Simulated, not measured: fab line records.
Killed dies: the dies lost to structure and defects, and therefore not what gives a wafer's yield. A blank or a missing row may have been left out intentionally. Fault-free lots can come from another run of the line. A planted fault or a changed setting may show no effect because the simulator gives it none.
Chamber matching / flow n5Finfet / N5_HKMG_FIN_ALD_79 on aldMetal-01: 4 sister chambers
The step deposits TiN, target thk 1.5 nm, pulse time 1 s, purge time 3 s. 24 wafers are shown with their chamber, then 12 later ones without.

WAFERS, EACH WITH ITS CHAMBER
wafer=L077.2; chamber=3; heaterPowerW (W)=884; precursorPulseHeightRel=0.993
wafer=L077.5; chamber=1; heaterPowerW (W)=727; precursorPulseHeightRel=1.006
wafer=L077.6; chamber=2; heaterPowerW (W)=919; precursorPulseHeightRel=1.002
wafer=L080.1; chamber=1; heaterPowerW (W)=710; precursorPulseHeightRel=1.021
wafer=L080.3; chamber=0; heaterPowerW (W)=992; precursorPulseHeightRel=1.032
wafer=L080.5; chamber=3; heaterPowerW (W)=882; precursorPulseHeightRel=0.984
wafer=L084.2; chamber=3; heaterPowerW (W)=890; precursorPulseHeightRel=0.956
wafer=L084.4; chamber=2; heaterPowerW (W)=912; precursorPulseHeightRel=1.003
wafer=L084.5; chamber=0; heaterPowerW (W)=970; precursorPulseHeightRel=0.988
wafer=L086.1; chamber=3; heaterPowerW (W)=856; precursorPulseHeightRel=0.980
wafer=L086.2; chamber=2; heaterPowerW (W)=912; precursorPulseHeightRel=0.966
wafer=L086.3; chamber=1; heaterPowerW (W)=707; precursorPulseHeightRel=0.972
wafer=L086.4; chamber=0; heaterPowerW (W)=985; precursorPulseHeightRel=0.998
wafer=L086.5; chamber=3; heaterPowerW (W)=869; precursorPulseHeightRel=0.981
wafer=L086.6; chamber=0; heaterPowerW (W)=1000; precursorPulseHeightRel=0.994
wafer=L087.1; chamber=2; heaterPowerW (W)=871; precursorPulseHeightRel=1.029
wafer=L087.2; chamber=1; heaterPowerW (W)=701; precursorPulseHeightRel=0.964
wafer=L087.3; chamber=0; heaterPowerW (W)=961; precursorPulseHeightRel=0.970
wafer=L087.4; chamber=3; heaterPowerW (W)=870; precursorPulseHeightRel=1.019
wafer=L087.5; chamber=1; heaterPowerW (W)=701; precursorPulseHeightRel=1.035
wafer=L087.6; chamber=0; heaterPowerW (W)=991; precursorPulseHeightRel=1.007
wafer=L090.2; chamber=3; heaterPowerW (W)=878; precursorPulseHeightRel=1.023
wafer=L090.3; chamber=0; heaterPowerW (W)=1011; precursorPulseHeightRel=1.003
wafer=L090.6; chamber=0; heaterPowerW (W)=996; precursorPulseHeightRel=1.018

SIGNATURES (means of the wafers above)
reading=heaterPowerW; chamber 0=988.25; chamber 1=709.20; chamber 2=903.50; chamber 3=875.57; scatter within a chamber=15
reading=precursorPulseHeightRel; chamber 0=1.00125; chamber 1=0.99960; chamber 2=1.00000; chamber 3=0.99086; scatter within a chamber=0.0241
Rule: a wafer lies at a distance from a chamber equal to the root of the sum of squares, over the readings, of (its reading less the chamber's mean, divided by the reading's scatter). The wafer belongs to the nearest chamber; if the next one is less than 2 further off, it can't be placed. The scatter: take each reading less its chamber's mean, square it, sum over the shown wafers, divide by the number of wafers less the number of chambers, and take the root.

WAFERS WHOSE CHAMBER IS MISSING
wafer=L093.1; heaterPowerW (W)=890; precursorPulseHeightRel=1.009
wafer=L093.2; heaterPowerW (W)=708; precursorPulseHeightRel=0.984
wafer=L093.6; heaterPowerW (W)=995; precursorPulseHeightRel=1.021
wafer=L094.1; heaterPowerW (W)=726; precursorPulseHeightRel=0.976
wafer=L094.2; heaterPowerW (W)=897; precursorPulseHeightRel=0.975
wafer=L094.3; heaterPowerW (W)=888; precursorPulseHeightRel=0.996
wafer=L097.1; heaterPowerW (W)=905; precursorPulseHeightRel=1.003
wafer=L097.2; heaterPowerW (W)=1006; precursorPulseHeightRel=1.014
wafer=L097.3; heaterPowerW (W)=872; precursorPulseHeightRel=0.998
wafer=L097.4; heaterPowerW (W)=722; precursorPulseHeightRel=0.976
wafer=L097.5; heaterPowerW (W)=877; precursorPulseHeightRel=1.026
wafer=L097.6; heaterPowerW (W)=914; precursorPulseHeightRel=0.990

THE CHAMBER EACH PASSED THROUGH
wafer=L093.1; from the rows above=can't be placed: 2 or 3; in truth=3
wafer=L093.2; from the rows above=1; in truth=1
wafer=L093.6; from the rows above=0; in truth=0
wafer=L094.1; from the rows above=1; in truth=1
wafer=L094.2; from the rows above=can't be placed: 2 or 3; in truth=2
wafer=L094.3; from the rows above=can't be placed: 3 or 2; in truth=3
wafer=L097.1; from the rows above=can't be placed: 2 or 3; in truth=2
wafer=L097.2; from the rows above=0; in truth=0
wafer=L097.3; from the rows above=can't be placed: 3 or 2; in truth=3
wafer=L097.4; from the rows above=1; in truth=1
wafer=L097.5; from the rows above=can't be placed: 3 or 2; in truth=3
wafer=L097.6; from the rows above=can't be placed: 2 or 3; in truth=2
Correct placement for 5 of the 12. These rows do not allow placing 7 (true chamber among the candidates in 7). Wrongly placed: 0.
